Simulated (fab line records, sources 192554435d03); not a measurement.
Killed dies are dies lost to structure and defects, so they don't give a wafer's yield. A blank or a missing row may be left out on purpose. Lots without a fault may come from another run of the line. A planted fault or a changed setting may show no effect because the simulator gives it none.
Chamber matching | flow n5_finfet | N5_BEOL_M9_STRIP_67 on rie_diel-03: 4 sister chambers
The step strips in CF4. 18 wafers are shown with their chamber, then 9 later ones without.

WAFERS WITH THEIR CHAMBER
wafer  | chamber | drypump_motor_current_A (A) | throttle_valve_pct (%) | oes_product_au (a.u.)
L075.3 | 3       | 5.7                         | 13.87                  | 0.68
L075.4 | 2       | 5.0                         | 13.25                  | 0.93
L075.6 | 0       | 6.0                         | 13.53                  | 0.67
L074.2 | 0       | 6.0                         | 13.55                  | 0.68
L074.5 | 3       | 5.7                         | 13.89                  | 0.66
L074.6 | 2       | 5.0                         | 13.25                  | 0.92
L076.1 | 3       | 5.7                         | 13.89                  | 0.68
L076.3 | 0       | 6.0                         | 13.55                  | 0.67
L076.5 | 0       | 6.0                         | 13.55                  | 0.67
L078.1 | 2       | 5.0                         | 13.27                  | 0.90
L078.5 | 2       | 5.0                         | 13.25                  | 0.90
L078.6 | 0       | 6.1                         | 13.58                  | 0.67
L080.3 | 3       | 5.7                         | 13.89                  | 0.67
L080.4 | 2       | 5.0                         | 13.28                  | 0.90
L080.6 | 3       | 5.7                         | 13.90                  | 0.67
L083.2 | 3       | 5.7                         | 13.92                  | 0.66
L083.5 | 1       | 6.3                         | 13.47                  | 0.92
L083.6 | 3       | 5.7                         | 13.92                  | 0.66

SIGNATURES (means of the wafers above)
reading                 | chamber 0 | chamber 1 | chamber 2 | chamber 3 | scatter within a chamber
drypump_motor_current_A | 6.020     | 6.300     | 5.000     | 5.700     | 0.0239
throttle_valve_pct      | 13.5520   | 13.4700   | 13.2600   | 13.8971   | 0.017
oes_product_au          | 0.6720    | 0.9200    | 0.9100    | 0.6686    | 0.00988
Rule: a wafer's distance from a chamber is the root of the sum, over the readings, of the square of ((its reading less the chamber's mean) divided by the reading's scatter). The wafer belongs to the nearest chamber; if the next one is less than 2 further off, it can't be placed. The scatter: the root of (the sum of the squares of (reading less its chamber's mean) over the shown wafers, divided by (wafers less chambers)).

WAFERS WITHOUT THEIR CHAMBER
wafer  | drypump_motor_current_A (A) | throttle_valve_pct (%) | oes_product_au (a.u.)
L085.1 | 5.1                         | 13.30                  | 0.87
L085.3 | 6.3                         | 13.51                  | 0.90
L085.4 | 5.1                         | 13.31                  | 0.86
L087.1 | 6.0                         | 13.02                  | 0.94
L087.4 | 6.3                         | 13.54                  | 0.88
L087.5 | 6.0                         | 13.04                  | 0.93
L090.2 | 5.0                         | 13.34                  | 0.85
L090.4 | 6.3                         | 13.54                  | 0.86
L090.5 | 6.3                         | 13.54                  | 0.87

WHICH CHAMBER EACH WENT THROUGH
wafer  | from the rows above | in truth
L085.1 | 2                   | 2
L085.3 | 1                   | 1
L085.4 | 2                   | 2
L087.1 | 1                   | 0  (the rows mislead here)
L087.4 | 1                   | 1
L087.5 | 1                   | 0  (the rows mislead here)
L090.2 | 2                   | 2
L090.4 | 1                   | 1
L090.5 | 1                   | 1
Placed correctly: 7 of 9. Can't be placed from these rows: 0. Placed wrongly: 2.
